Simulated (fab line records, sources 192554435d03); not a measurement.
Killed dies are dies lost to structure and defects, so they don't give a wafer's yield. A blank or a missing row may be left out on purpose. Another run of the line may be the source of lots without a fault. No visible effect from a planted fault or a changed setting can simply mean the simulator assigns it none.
fab line records	flow n5-finfet
record: lots: 24	wafers: 72	last-day: 17
route steps=1938 shown BEOL_M10@1471 BEOL_M11@1537
lots that met no fault: taken from a fault-free run of the same line
start-h: the number of hours between the record's first day and the start of the first shown wafer of the lot	wait-h: hours since the lot's step before	" identical to the entry in the row above	L1.1+2: a row that stands for several wafers	- value missing, or start not given	* or withheld: withheld	< > ~ a bound
route shown NAME@n: names a module that has steps shown in the file, with the first one's number in the route	usual: average and standard deviation across the fault-free wafers	same: alike in all rows	chamber/n: place in a boat	sites: readings site by site	_std_site: the standard deviation of these	_edge_site: inner sites' mean taken away from outer sites' mean	radius-mm: for every site, how far away it sits from the centre of the wafer	mask NAME#n: copy n	behind: the tool/chamber that last shaped the wafer	hold: the reason the lot was held/the length of the hold in hours/how it ended	device: names the non-switching transistor (n, p or np)	end of line: tests run on the same wafers once the route is complete	step lacking rows: just its recipe	killed: dies that structure and defects cost at the first sort, which is not the same as the wafer's yield	map: shows each die of a wafer: x if killed, . if not, _ if none is there
set.NAME: the setting that was run; set.NAME@STEP: the one run at that earlier step	model.NAME: the simulator's own value behind a step, which no gauge read
steps of the route over a sample of lots; a table a step, a row a wafer
services: from which hour (start-h, from the record's first day; less than 0 if before it) a tool's chamber was out of use, for how many hours, and why
== steps ==
step: N5_BEOL_M10_CURE_71
recipe: temp-c: 385	time-s: 240	ambient: He/Ar	material: SiCOH_lowk
usual: lamp-power-pct: 52.32/0.057	wafer_temp_C_max: 387.0/0.89
lot.wafer	tool	chamber	start-h	wait-h	lamp-power-pct	wafer_temp_C_max
L074.1	uv-cure-01	2	218.70	0.1	52.24	387.0
L074.2	"	2	"	"	52.38	386.4
L074.4	"	2	"	"	52.39	387.2
L075.1	uv-cure-03	0	224.76	0.3	52.30	386.3
L075.3	"	0	"	"	52.32	386.5
L075.4	"	0	"	"	52.22	386.7
L076.2	uv-cure-03	0	236.98	0.1	52.23	386.2
L076.3	"	0	"	"	52.17	386.7
L076.5	"	0	"	"	52.32	386.4
L077.2	uv-cure-02	0	244.83	0.1	52.28	387.2
L077.5	"	0	"	"	52.32	386.9
L077.6	"	0	"	"	52.23	386.2
L081.1	uv-cure-03	2	245.02	0.0	52.41	386.8
L081.5	"	2	"	"	52.43	386.2
L081.6	"	2	"	"	52.29	386.7
L080.3	uv-cure-03	0	246.65	0.2	52.24	386.0
L080.4	"	0	"	"	52.26	386.3
L080.5	"	0	"	"	52.39	385.6
L079.1	uv-cure-01	1	246.71	0.0	52.27	389.5
L079.3	"	1	"	"	52.28	388.6
L079.4	"	1	"	"	52.35	388.0
L078.1	uv-cure-03	1	253.29	0.0	52.26	386.7
L078.5	"	1	"	"	52.35	386.9
L078.6	"	1	"	"	52.39	387.0
L082.3	uv-cure-02	2	259.74	0.2	52.34	387.2
L082.4	"	2	"	"	52.29	387.3
L082.6	"	2	"	"	52.37	386.6
L083.2	uv-cure-01	2	267.50	0.2	52.23	387.5
L083.4	"	2	"	"	52.31	386.8
L083.5	"	2	"	"	52.36	386.6
L084.2	uv-cure-03	0	277.35	0.2	52.31	386.2
L084.5	"	0	"	"	52.32	386.1
L084.6	"	0	"	"	52.28	386.7
L085.2	uv-cure-03	0	293.21	0.5	52.23	386.5
L085.3	"	0	"	"	52.33	387.0
L085.4	"	0	"	"	52.39	386.8
L087.4	uv-cure-01	1	293.99	0.3	52.34	388.2
L087.5	"	1	"	"	52.32	389.2
L087.6	"	1	"	"	52.27	388.6
L086.1	uv-cure-01	1	302.59	0.0	52.25	389.2
L086.3	"	1	"	"	52.27	387.8
L086.4	"	1	"	"	52.34	387.9
L089.1	uv-cure-01	1	303.93	0.6	52.30	388.9
L089.3	"	1	"	"	52.41	388.2
L089.4	"	1	"	"	52.43	387.7
L091.2	uv-cure-02	0	306.63	0.2	52.29	386.4
L091.3	"	0	"	"	52.33	386.8
L091.5	"	0	"	"	52.30	386.4
L090.1	uv-cure-01	2	310.36	0.0	52.42	386.7
L090.4	"	2	"	"	52.26	386.7
L090.6	"	2	"	"	52.27	387.3
L088.3	uv-cure-03	0	312.34	0.3	52.24	386.9
L088.5	"	0	"	"	52.27	386.7
L088.6	"	0	"	"	52.40	386.3
L093.3	uv-cure-01	0	318.70	0.4	52.27	387.8
L093.4	"	0	"	"	52.29	387.4
L093.5	"	0	"	"	52.35	386.9
L092.4	uv-cure-02	1	330.24	0.4	52.33	387.9
L092.5	"	1	"	"	52.39	387.4
L092.6	"	1	"	"	52.30	387.2
L094.1	uv-cure-03	2	336.73	0.0	52.38	386.2
L094.4	"	2	"	"	52.47	385.9
L094.6	"	2	"	"	52.27	386.6
L096.1	uv-cure-01	2	359.94	0.0	52.30	385.8
L096.3	"	2	"	"	52.20	386.2
L096.5	"	2	"	"	52.34	386.2
L097.3	uv-cure-03	1	361.55	0.2	52.30	387.1
L097.4	"	1	"	"	52.33	387.8
L097.6	"	1	"	"	52.35	387.0
L095.1	uv-cure-01	2	361.90	0.3	52.25	386.5
L095.3	"	2	"	"	52.39	386.6
L095.4	"	2	"	"	52.39	386.1
step: N5_BEOL_M10_CURE_72
recipe: temp-c: 370	time-s: 120	ambient: DMADMS/He	material: SiCOH_lowk
usual: lamp-power-pct: 52.31/0.056	wafer_temp_C_max: 372.1/0.68
lot.wafer	tool	chamber	start-h	wait-h	lamp-power-pct	wafer_temp_C_max
L074.1	uv-cure-01	0	222.41	0.1	52.34	372.2
L074.2	"	0	"	"	52.38	372.9
L074.4	"	0	"	"	52.34	372.1
L075.1	uv-cure-03	1	228.92	0.4	52.37	372.2
L075.3	"	1	"	"	52.42	372.4
L075.4	"	1	"	"	52.36	371.9
L076.2	uv-cure-01	0	240.94	0.1	52.33	372.6
L076.3	"	0	"	"	52.34	372.6
L076.5	"	0	"	"	52.34	372.4
L080.3	uv-cure-01	2	251.12	0.1	52.37	370.9
L080.4	"	2	"	"	52.35	371.4
L080.5	"	2	"	"	52.20	371.1
L077.2	uv-cure-03	2	251.29	0.1	52.26	371.3
L077.5	"	2	"	"	52.27	371.7
L077.6	"	2	"	"	52.24	371.0
L079.1	uv-cure-01	0	252.00	0.0	52.31	372.0
L079.3	"	0	"	"	52.32	372.4
L079.4	"	0	"	"	52.36	371.9
L081.1	uv-cure-02	1	252.72	0.0	52.23	372.1
L081.5	"	1	"	"	52.35	372.6
L081.6	"	1	"	"	52.30	372.5
L078.1	uv-cure-01	2	260.54	0.0	52.39	372.1
L078.5	"	2	"	"	52.40	371.6
L078.6	"	2	"	"	52.28	372.1
L082.3	uv-cure-03	1	264.39	0.2	52.25	372.2
L082.4	"	1	"	"	52.24	371.9
L082.6	"	1	"	"	52.18	371.7
L083.2	uv-cure-01	0	274.55	0.1	52.30	372.2
L083.4	"	0	"	"	52.32	372.7
L083.5	"	0	"	"	52.42	372.4
L084.2	uv-cure-02	0	282.76	0.1	52.40	371.3
L084.5	"	0	"	"	52.22	371.5
L084.6	"	0	"	"	52.28	371.4
L085.2	uv-cure-01	1	300.04	0.1	52.34	372.9
L085.3	"	1	"	"	52.24	373.0
L085.4	"	1	"	"	52.32	373.0
L087.4	uv-cure-01	0	300.74	0.6	52.36	372.6
L087.5	"	0	"	"	52.31	372.6
L087.6	"	0	"	"	52.22	372.7
L086.1	uv-cure-01	2	306.38	0.0	52.34	371.6
L086.3	"	2	"	"	52.32	372.0
L086.4	"	2	"	"	52.31	371.8
L089.1	uv-cure-03	2	309.33	0.0	52.28	371.9
L089.3	"	2	"	"	52.29	371.6
L089.4	"	2	"	"	52.31	371.0
L091.2	uv-cure-02	0	311.94	0.1	52.22	371.3
L091.3	"	0	"	"	52.38	372.2
L091.5	"	0	"	"	52.28	372.5
L090.1	uv-cure-03	0	316.09	0.1	52.19	371.1
L090.4	"	0	"	"	52.40	371.1
L090.6	"	0	"	"	52.37	370.6
L088.3	uv-cure-01	1	316.24	0.4	52.28	373.1
L088.5	"	1	"	"	52.34	372.7
L088.6	"	1	"	"	52.32	372.8
L093.3	uv-cure-03	1	322.64	0.1	52.28	372.7
L093.4	"	1	"	"	52.43	373.9
L093.5	"	1	"	"	52.31	371.7
L092.4	uv-cure-03	1	337.45	0.2	52.33	372.5
L092.5	"	1	"	"	52.32	372.5
L092.6	"	1	"	"	52.29	372.5
L094.1	uv-cure-02	1	343.87	0.0	52.22	372.1
L094.4	"	1	"	"	52.24	372.0
L094.6	"	1	"	"	52.24	372.0
L096.1	uv-cure-02	1	363.68	0.0	52.21	372.8
L096.3	"	1	"	"	52.37	372.6
L096.5	"	1	"	"	52.41	372.6
L097.3	uv-cure-01	1	368.69	0.1	52.27	373.6
L097.4	"	1	"	"	52.37	372.5
L097.6	"	1	"	"	52.24	371.8
L095.1	uv-cure-01	2	368.89	0.2	52.20	371.2
L095.3	"	2	"	"	52.29	371.2
L095.4	"	2	"	"	52.28	371.1
step: N5_BEOL_M10_ALD_74
recipe: material: TaN	target-thk-a: 20	temp-c: 275	ald-precursor-family: PDMAT	ald-co-reactant: NH3	pressure-torr: 3	carrier-flow-sccm: 1500	pulse-time-s: 2	purge-time-s: 3	co-reactant-purge-time-s: 2	co-reactant-pulse-time-s: 3	ald-cycles: 40	precursor-vessel-temp-c: 75	precursor-vessel-pressure-torr: 26.25	precursor-vessel-carrier-sccm: 1000
usual: heater-power-w: 419/35	precursor-vessel-pressure-torr: 26.25/0.05
lot.wafer	tool	chamber	start-h	wait-h	heater-power-w	precursor-vessel-pressure-torr
L074.1	ald-metal-04	2	223.71	0.0	403	26.17
L074.2	"	3	"	"	436	26.26
L074.4	"	1	"	"	453	26.27
L075.1	ald-metal-04	0	229.60	0.0	395	26.33
L075.3	"	3	"	"	422	26.26
L075.4	"	1	"	"	442	26.25
L076.2	ald-metal-04	3	241.56	0.1	434	26.28
L076.3	"	0	"	"	387	26.30
L076.5	"	0	"	"	385	26.23
L080.3	ald-metal-02	1	251.74	0.1	443	26.26
L080.4	"	0	"	"	385	26.17
L080.5	"	3	"	"	480	26.23
L077.2	ald-metal-04	0	251.96	0.0	389	26.26
L077.5	"	1	"	"	453	26.25
L077.6	"	0	"	"	384	26.26
L079.1	ald-metal-04	3	252.48	0.0	425	26.30
L079.3	"	1	"	"	455	26.27
L079.4	"	2	"	"	405	26.25
L081.1	ald-metal-02	1	253.18	0.1	430	26.15
L081.5	"	0	"	"	383	26.27
L081.6	"	3	"	"	465	26.23
L078.1	ald-metal-02	1	261.36	0.0	439	26.30
L078.5	"	0	"	"	385	26.25
L078.6	"	1	"	"	441	26.19
L082.3	ald-metal-01	2	265.33	0.2	450	26.22
L082.4	"	3	"	"	446	26.34
L082.6	"	0	"	"	420	26.28
L083.2	ald-metal-04	1	275.43	0.3	455	26.20
L083.4	"	0	"	"	397	26.26
L083.5	"	2	"	"	413	26.20
L084.2	ald-metal-01	3	283.25	0.1	447	26.24
L084.5	"	1	"	"	329	26.19
L084.6	"	2	"	"	436	26.18
L085.2	ald-metal-02	0	300.44	0.0	389	26.21
L085.3	"	1	"	"	440	26.25
L085.4	"	2	"	"	458	26.35
L087.4	ald-metal-04	1	301.08	0.0	451	26.23
L087.5	"	3	"	"	429	26.21
L087.6	"	0	"	"	385	26.25
L086.1	ald-metal-04	2	307.13	0.3	411	26.32
L086.3	"	1	"	"	449	26.30
L086.4	"	0	"	"	388	26.23
L089.1	ald-metal-02	0	309.78	0.0	384	26.17
L089.3	"	1	"	"	438	26.33
L089.4	"	1	"	"	437	26.19
L091.2	ald-metal-02	1	312.54	0.0	425	26.30
L091.3	"	0	"	"	382	26.20
L091.5	"	1	"	"	436	26.24
L090.1	ald-metal-02	0	316.66	0.0	377	26.20
L090.4	"	1	"	"	434	26.25
L090.6	"	1	"	"	423	26.22
L088.3	ald-metal-01	0	316.78	0.0	418	26.28
L088.5	"	1	"	"	331	26.26
L088.6	"	0	"	"	424	26.28
L093.3	ald-metal-02	2	324.34	0.0	453	26.19
L093.4	"	1	"	"	437	26.20
L093.5	"	0	"	"	385	26.13
L092.4	ald-metal-01	1	337.94	0.0	341	26.29
L092.5	"	0	"	"	425	26.27
L092.6	"	1	"	"	332	26.29
L094.1	ald-metal-04	1	344.48	0.0	450	26.16
L094.4	"	3	"	"	435	26.21
L094.6	"	3	"	"	439	26.26
L096.1	ald-metal-01	2	364.62	0.0	438	26.25
L096.3	"	3	"	"	441	26.24
L096.5	"	0	"	"	418	26.30
L097.3	ald-metal-01	2	369.25	0.1	415	26.32
L097.4	"	1	"	"	337	26.25
L097.6	"	2	"	"	439	26.31
L095.1	ald-metal-02	3	369.35	0.0	478	26.16
L095.3	"	1	"	"	407	26.27
L095.4	"	2	"	"	405	26.21
step: N5_BEOL_M11_CURE_71
recipe: temp-c: 385	time-s: 240	ambient: He/Ar	material: SiCOH_lowk
usual: lamp-power-pct: 52.31/0.057	wafer_temp_C_max: 387.1/0.75
lot.wafer	tool	chamber	start-h	wait-h	lamp-power-pct	wafer_temp_C_max
L074.1	uv-cure-01	0	225.75	0.1	52.38	387.4
L074.2	"	0	"	"	52.29	387.3
L074.4	"	0	"	"	52.33	386.9
L075.1	uv-cure-01	0	231.92	0.0	52.26	387.1
L075.3	"	0	"	"	52.36	388.2
L075.4	"	0	"	"	52.33	387.5
L076.2	uv-cure-01	2	245.02	0.1	52.25	386.4
L076.3	"	2	"	"	52.26	386.5
L076.5	"	2	"	"	52.37	386.8
L080.3	uv-cure-02	2	253.56	0.2	52.39	386.6
L080.4	"	2	"	"	52.31	386.8
L080.5	"	2	"	"	52.30	386.2
L077.2	uv-cure-01	0	253.64	0.1	52.40	387.9
L077.5	"	0	"	"	52.22	388.1
L077.6	"	0	"	"	52.32	387.6
L079.1	uv-cure-01	2	254.23	0.0	52.20	386.2
L079.3	"	2	"	"	52.33	386.5
L079.4	"	2	"	"	52.22	386.6
L081.1	uv-cure-03	2	256.56	0.0	52.37	386.2
L081.5	"	2	"	"	52.31	386.5
L081.6	"	2	"	"	52.36	386.0
L078.1	uv-cure-02	1	263.36	0.0	52.29	387.2
L078.5	"	1	"	"	52.28	387.1
L078.6	"	1	"	"	52.44	386.9
L082.3	uv-cure-03	0	267.75	0.4	52.36	385.7
L082.4	"	0	"	"	52.29	386.3
L082.6	"	0	"	"	52.28	386.3
L083.2	uv-cure-02	0	277.75	0.2	52.35	386.7
L083.4	"	0	"	"	52.27	387.2
L083.5	"	0	"	"	52.37	387.4
L084.2	uv-cure-01	1	284.96	0.1	52.40	388.2
L084.5	"	1	"	"	52.17	388.0
L084.6	"	1	"	"	52.33	387.7
L085.2	uv-cure-03	2	302.34	0.1	52.31	386.1
L085.3	"	2	"	"	52.35	386.3
L085.4	"	2	"	"	52.23	385.7
L087.4	uv-cure-01	1	303.69	0.5	52.33	387.2
L087.5	"	1	"	"	52.28	388.0
L087.6	"	1	"	"	52.31	388.9
L086.1	uv-cure-03	1	310.39	0.0	52.36	387.6
L086.3	"	1	"	"	52.36	387.8
L086.4	"	1	"	"	52.36	389.3
L089.1	uv-cure-02	2	312.39	0.0	52.32	387.1
L089.3	"	2	"	"	52.26	387.0
L089.4	"	2	"	"	52.28	387.2
L091.2	uv-cure-01	0	315.24	0.2	52.27	386.6
L091.3	"	0	"	"	52.43	387.5
L091.5	"	0	"	"	52.38	387.6
L090.1	uv-cure-03	2	318.46	0.0	52.31	387.2
L090.4	"	2	"	"	52.27	387.2
L090.6	"	2	"	"	52.23	386.7
L088.3	uv-cure-02	0	320.53	0.4	52.36	386.4
L088.5	"	0	"	"	52.29	386.2
L088.6	"	0	"	"	52.24	387.1
L093.3	uv-cure-03	1	326.16	0.2	52.26	387.4
L093.4	"	1	"	"	52.37	387.6
L093.5	"	1	"	"	52.39	387.1
L092.4	uv-cure-01	2	339.75	0.3	52.39	386.1
L092.5	"	2	"	"	52.31	386.4
L092.6	"	2	"	"	52.20	386.5
L094.1	uv-cure-02	0	346.25	0.0	52.41	387.0
L094.4	"	0	"	"	52.34	386.9
L094.6	"	0	"	"	52.23	387.0
L096.1	uv-cure-02	0	366.53	0.0	52.28	386.2
L096.3	"	0	"	"	52.23	386.4
L096.5	"	0	"	"	52.24	386.8
L095.1	uv-cure-02	2	371.12	0.0	52.37	387.1
L095.3	"	2	"	"	52.38	386.9
L095.4	"	2	"	"	52.39	386.8
L097.3	uv-cure-03	1	371.37	0.4	52.40	387.0
L097.4	"	1	"	"	52.25	387.7
L097.6	"	1	"	"	52.35	387.3
step: N5_BEOL_M11_HM_DEP_02
recipe: material: TiN	target-thk-a: 200	temp-c: 25	chamber-pressure-pa: 0.49996
usual: throttle-valve-pct: 30.4/0.99
lot.wafer	tool	chamber	start-h	wait-h	throttle-valve-pct
L074.1	pvd-sputter-02	-	227.99	1.7	30.5
L074.2	"	-	"	"	30.9
L074.4	"	-	"	"	30.5
L075.1	pvd-sputter-03	-	233.69	1.2	28.6
L075.3	"	-	"	"	31.5
L075.4	"	-	"	"	30.7
L076.2	pvd-sputter-03	-	247.01	1.5	29.0
L076.3	"	-	"	"	31.5
L076.5	"	-	"	"	30.5
L080.3	pvd-sputter-03	-	256.50	2.5	30.5
L080.4	"	-	"	"	31.4
L080.5	"	-	"	"	28.8
L077.2	pvd-sputter-03	-	256.60	2.5	28.6
L077.5	"	-	"	"	31.0
L077.6	"	-	"	"	30.4
L079.1	pvd-sputter-03	-	257.02	2.2	28.4
L079.3	"	-	"	"	28.7
L079.4	"	-	"	"	30.4
L081.1	pvd-sputter-01	-	260.37	2.8	30.4
L081.5	"	-	"	"	31.4
L081.6	"	-	"	"	33.0
L078.1	pvd-sputter-01	-	264.67	0.7	30.2
L078.5	"	-	"	"	30.3
L078.6	"	-	"	"	30.3
L082.3	pvd-sputter-02	-	270.65	2.2	29.7
L082.4	"	-	"	"	30.4
L082.6	"	-	"	"	30.7
L083.2	pvd-sputter-02	-	279.11	0.9	29.5
L083.4	"	-	"	"	30.0
L083.5	"	-	"	"	30.4
L084.2	pvd-sputter-03	-	286.41	1.0	28.8
L084.5	"	-	"	"	28.9
L084.6	"	-	"	"	31.2
L085.2	pvd-sputter-02	-	303.63	0.8	30.7
L085.3	"	-	"	"	30.4
L085.4	"	-	"	"	29.7
L087.4	pvd-sputter-01	-	305.06	1.0	31.3
L087.5	"	-	"	"	31.4
L087.6	"	-	"	"	30.4
L086.1	pvd-sputter-02	-	312.03	1.1	30.2
L086.3	"	-	"	"	30.5
L086.4	"	-	"	"	29.6
L089.1	pvd-sputter-01	-	313.14	0.2	30.4
L089.3	"	-	"	"	29.9
L089.4	"	-	"	"	32.8
L091.2	pvd-sputter-01	-	316.36	0.2	31.2
L091.3	"	-	"	"	30.4
L091.5	"	-	"	"	30.1
L090.1	pvd-sputter-02	-	320.12	1.1	30.4
L090.4	"	-	"	"	30.0
L090.6	"	-	"	"	30.4
L088.3	pvd-sputter-01	-	321.23	0.3	31.3
L088.5	"	-	"	"	29.9
L088.6	"	-	"	"	31.3
L093.3	pvd-sputter-02	-	327.46	0.9	30.4
L093.4	"	-	"	"	30.0
L093.5	"	-	"	"	30.8
L092.4	pvd-sputter-03	-	343.38	3.3	28.7
L092.5	"	-	"	"	28.4
L092.6	"	-	"	"	28.9
L094.1	pvd-sputter-01	-	348.53	1.7	32.9
L094.4	"	-	"	"	31.3
L094.6	"	-	"	"	33.0
L096.1	pvd-sputter-02	-	368.35	1.3	30.9
L096.3	"	-	"	"	29.8
L096.5	"	-	"	"	29.8
L095.1	pvd-sputter-02	-	372.49	0.8	29.6
L095.3	"	-	"	"	30.2
L095.4	"	-	"	"	30.2
L097.3	pvd-sputter-02	-	372.63	0.5	31.3
L097.4	"	-	"	"	30.4
L097.6	"	-	"	"	30.4
step: N5_BEOL_M11_HM_OPEN_17
recipe: chemistry: Cl2/BCl3	target-depth-a: 200	overetch-a: 60	target: TiN	mask-material: SOC	ion-energy-ev: 150	pressure-mtorr: 10	icp-w: 1000	bias-w: 126	Cl2_flow_sccm: 53.25	bcl3-flow-sccm: 21.75	Ar_flow_sccm: 25
usual: drypump-motor-current-A: 5.5/0.31	mfc-ar-sccm: 25.02/0.067	oes-product-au: 0.68/0.046	throttle-valve-pct: 22.04/0.15
lot.wafer	tool	chamber	start-h	wait-h	drypump-motor-current-A	mfc-ar-sccm	oes-product-au	rf-hours-counter-h	throttle-valve-pct
L074.1	rie-metal-03	0	228.86	0.0	6.0	24.95	0.63	64	22.07
L074.2	"	1	"	"	5.1	25.10	0.75	13	21.82
L074.4	"	0	"	"	6.0	24.87	0.62	-	22.07
L075.1	rie-metal-03	0	234.76	0.0	6.0	25.05	0.62	64	22.08
L075.3	"	1	"	"	5.1	25.00	0.74	-	21.80
L075.4	"	0	"	"	6.0	25.10	0.63	-	22.08
L076.2	rie-metal-01	1	247.97	0.0	5.2	25.05	0.69	38	22.23
L076.3	"	1	"	"	5.2	25.10	0.70	-	22.21
L076.5	"	0	"	"	5.4	25.08	0.74	-	21.97
L080.3	rie-metal-03	0	257.30	0.1	6.0	25.05	0.63	-	22.08
L080.4	"	1	"	"	5.1	25.00	0.75	-	21.81
L080.5	"	1	"	"	5.1	24.97	0.75	-	21.82
L077.2	rie-metal-01	1	257.46	0.0	5.2	25.00	0.68	39	22.20
L077.5	"	1	"	"	5.2	24.99	0.69	-	22.22
L077.6	"	0	"	"	5.4	24.97	0.72	-	22.00
L079.1	rie-metal-02	1	257.75	0.0	5.8	25.05	0.75	11	22.13
L079.3	"	1	"	"	5.8	25.02	0.74	-	22.15
L079.4	"	0	"	"	5.5	25.03	0.65	-	21.83
L081.1	rie-metal-01	0	261.53	0.0	5.3	25.04	0.72	21	21.99
L081.5	"	1	"	"	5.2	25.03	0.68	-	22.22
L081.6	"	0	"	"	5.4	24.94	0.71	-	22.02
L078.1	rie-metal-01	1	265.57	0.0	5.2	25.08	0.68	39	22.24
L078.5	"	0	"	"	5.3	24.98	0.72	-	22.01
L078.6	"	1	"	"	5.2	25.13	0.68	-	22.22
L082.3	rie-metal-01	1	271.74	0.1	5.2	24.92	0.68	-	22.22
L082.4	"	0	"	"	5.3	25.10	0.72	-	22.00
L082.6	"	1	"	"	5.2	24.88	0.68	-	22.22
L083.2	rie-metal-01	0	279.97	0.0	5.4	25.08	0.71	23	22.02
L083.4	"	1	"	"	5.2	24.94	0.67	-	22.24
L083.5	"	1	"	"	5.2	24.96	0.67	-	22.25
L084.2	rie-metal-02	0	287.26	0.0	5.5	25.05	0.63	54	21.84
L084.5	"	0	"	"	5.5	24.97	0.63	-	21.86
L084.6	"	1	"	"	5.8	25.05	0.74	-	22.17
L085.2	rie-metal-02	1	304.37	0.0	5.8	25.02	0.73	15	22.15
L085.3	"	0	"	"	5.5	25.02	0.63	-	21.85
L085.4	"	1	"	"	5.8	25.10	0.73	-	22.15
L087.4	rie-metal-01	1	305.84	0.1	5.2	25.02	0.68	-	22.23
L087.5	"	0	"	"	5.3	25.01	0.72	-	22.01
L087.6	"	1	"	"	5.2	25.04	0.67	-	22.25
L086.1	rie-metal-03	1	312.88	0.1	5.1	25.01	0.71	21	21.86
L086.3	"	0	"	"	6.0	24.90	0.61	-	22.10
L086.4	"	1	"	"	5.1	24.97	0.71	-	21.86
L089.1	rie-metal-03	1	314.00	0.0	5.2	24.99	0.71	21	21.83
L089.3	"	0	"	"	6.0	25.15	0.62	-	22.10
L089.4	"	1	"	"	5.1	25.06	0.71	-	21.84
L091.2	rie-metal-02	1	317.51	0.0	5.8	25.00	0.73	17	22.17
L091.3	"	1	"	"	5.8	25.02	0.72	-	22.17
L091.5	"	1	"	"	5.8	24.94	0.73	-	22.17
L090.1	rie-metal-02	0	321.04	0.0	5.5	24.95	0.63	58	21.86
L090.4	"	0	"	"	5.5	25.15	0.64	-	21.86
L090.6	"	1	"	"	5.8	25.13	0.73	-	22.16
L088.3	rie-metal-01	0	322.12	0.1	5.3	25.06	0.70	-	22.00
L088.5	"	1	"	"	5.2	25.16	0.66	-	22.23
L088.6	"	0	"	"	5.4	25.05	0.71	-	22.02
L093.3	rie-metal-01	1	328.35	0.1	5.2	25.01	0.66	-	22.27
L093.4	"	0	"	"	5.3	24.96	0.70	-	22.02
L093.5	"	1	"	"	5.2	24.99	0.66	-	22.25
L092.4	rie-metal-02	0	349.42	0.1	5.5	24.92	0.63	-	21.85
L092.5	"	0	"	"	5.5	24.99	0.63	-	21.85
L092.6	"	1	"	"	5.8	25.03	0.72	-	22.17
L094.1	rie-metal-03	0	349.47	0.0	6.0	25.07	0.60	76	22.13
L094.4	"	0	"	"	6.0	25.10	0.61	-	22.10
L094.6	"	0	"	"	6.0	25.07	0.60	-	22.11
L096.1	rie-metal-02	1	369.20	0.0	5.8	25.00	0.71	21	22.17
L096.3	"	1	"	"	5.8	24.93	0.71	-	22.17
L096.5	"	0	"	"	5.5	24.90	0.62	-	21.87
L095.1	rie-metal-03	0	373.63	0.0	6.0	25.11	0.60	79	22.12
L095.3	"	1	"	"	5.1	24.94	0.70	-	21.86
L095.4	"	0	"	"	6.0	24.96	0.61	-	22.11
L097.3	rie-metal-02	1	373.68	0.1	5.8	25.00	0.71	-	22.19
L097.4	"	0	"	"	5.5	25.02	0.62	-	21.88
L097.6	"	1	"	"	5.8	24.99	0.70	-	22.19
== services ==
tool	chamber	start-h	hours	kind
uv-cure-02	-	201.50	1.0	pm
rie-metal-01	-	204.00	0.5	repair
uv-cure-02	-	221.68	7.5	pm
ald-metal-02	-	224.58	1.5	repair
uv-cure-01	-	233.12	2.1	pm
pvd-sputter-02	-	238.19	1.5	repair
uv-cure-02	-	242.01	0.8	repair
rie-metal-02	-	281.58	1.0	repair
pvd-sputter-02	-	285.64	5.0	repair
ald-metal-01	3	288.07	13.9	repair
ald-metal-02	3	289.54	23.9	repair
uv-cure-02	-	289.93	16.1	repair
rie-metal-02	-	293.50	1.4	pm
ald-metal-04	-	304.00	1.2	pm
rie-metal-01	-	311.40	1.4	pm
ald-metal-04	-	312.08	2.8	pm
uv-cure-01	-	326.29	0.4	repair
ald-metal-02	-	337.25	14.0	pm
ald-metal-02	0	337.25	14.0	vent-cycle
uv-cure-01	-	337.44	0.4	repair
pvd-sputter-03	-	338.72	1.8	repair
rie-metal-01	-	351.44	0.4	repair
uv-cure-02	-	351.75	2.1	pm
uv-cure-02	-	364.38	1.0	repair
== key ==
fault none
